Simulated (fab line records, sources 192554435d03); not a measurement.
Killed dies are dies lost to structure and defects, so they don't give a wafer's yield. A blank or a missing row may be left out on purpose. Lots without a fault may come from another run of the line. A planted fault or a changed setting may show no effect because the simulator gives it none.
Which tool did it? | flow n5_finfet | 12 lots, 36 wafers sampled, at 3 steps of a route of 1938

WHAT THE GAUGES READ, wafer by wafer
N5_BEOL_M12_RS_MEAS_54: measures by four-point-probe.
lot  | measured     | on            | M12_RS (ohm/sq)
L075 | day 11 11:47 | film_metro-02 | 0.0608 0.0595 0.0592
L077 | day 12 06:02 | film_metro-01 | 0.0597 0.0600 0.0588
L080 | day 12 23:41 | film_metro-02 | 0.0600 0.0614 0.0606
L081 | day 13 00:38 | film_metro-01 | 0.0581 0.0608 0.0574
L082 | day 13 19:32 | film_metro-01 | 0.0612 0.0587 0.0605
L084 | day 14 00:23 | film_metro-02 | 0.0614 0.0598 0.0591
L089 | day 15 07:46 | film_metro-02 | 0.0597 0.0588 0.0599
L087 | day 15 13:35 | film_metro-01 | 0.0596 0.0615 0.0596
L091 | day 16 02:53 | film_metro-01 | 0.0587 0.0609 0.0583
L092 | day 16 20:06 | film_metro-01 | 0.0582 0.0581 0.0579
L095 | day 17 10:51 | film_metro-01 | 0.0631 0.0590 0.0604
L096 | day 17 16:37 | film_metro-01 | 0.0595 0.0602 0.0619

WHICH TOOL RAN EACH LOT (tool, then ch and the chambers of the sampled wafers, then the start)
lot  | N5_BEOL_M12_PRE_CLEAN_42     | N5_BEOL_M12_DEP_53
L075 | pvd_sputter-03, day 11 10:35 | pecvd-03 ch 1,2, day 11 11:43
L077 | pvd_sputter-01, day 12 04:52 | pecvd-02 ch 0,2, day 12 05:58
L080 | pvd_sputter-03, day 12 22:10 | pecvd-02 ch 0,1,2, day 12 23:38
L081 | pvd_sputter-03, day 12 22:37 | pecvd-03 ch 0,1,2, day 13 00:34
L082 | pvd_sputter-02, day 13 17:56 | pecvd-02 ch 1,2, day 13 19:29
L084 | pvd_sputter-02, day 13 22:47 | pecvd-02 ch 0,1,2, day 14 00:20
L089 | pvd_sputter-02, day 15 05:29 | pecvd-03 ch 1,2, day 15 07:43
L087 | pvd_sputter-03, day 15 12:05 | pecvd-04 ch 0,1,2, day 15 13:31
L091 | pvd_sputter-02, day 15 23:27 | pecvd-04 ch 0,1,2, day 16 02:50
L092 | pvd_sputter-02, day 16 15:35 | pecvd-03 ch 0,1,2, day 16 20:02
L095 | pvd_sputter-03, day 17 09:19 | pecvd-02 ch 0,1,2, day 17 10:48
L096 | pvd_sputter-01, day 17 15:08 | pecvd-02 ch 1,2, day 17 16:33
- N5_BEOL_M12_PRE_CLEAN_42: time 30 s.
- N5_BEOL_M12_DEP_53: deposits SiCN from 3MS/NH3, target thk 30 nm, time 10.5 s.

THE ANSWER, worked out from the rows above alone
Rule: what is usual is taken from the lots themselves. Put in order of their means at a reading, lots are off if they are a third of the lots or fewer, leave a main group of 4 or more, and stand apart from it by a gap of 3 or more times the standard deviation of the main group's means; of several such gaps the widest counts. A main group whose means are all the same, to the digits that the tables above print for the reading, isn't used. A lot without any number at a reading at which 4 lots or more have one is off too. The other lots that the step has rows for count as sound.
No lot is off at any reading shown: from this, nothing can be told.

WHAT THE SIMULATOR HAD PUT IN
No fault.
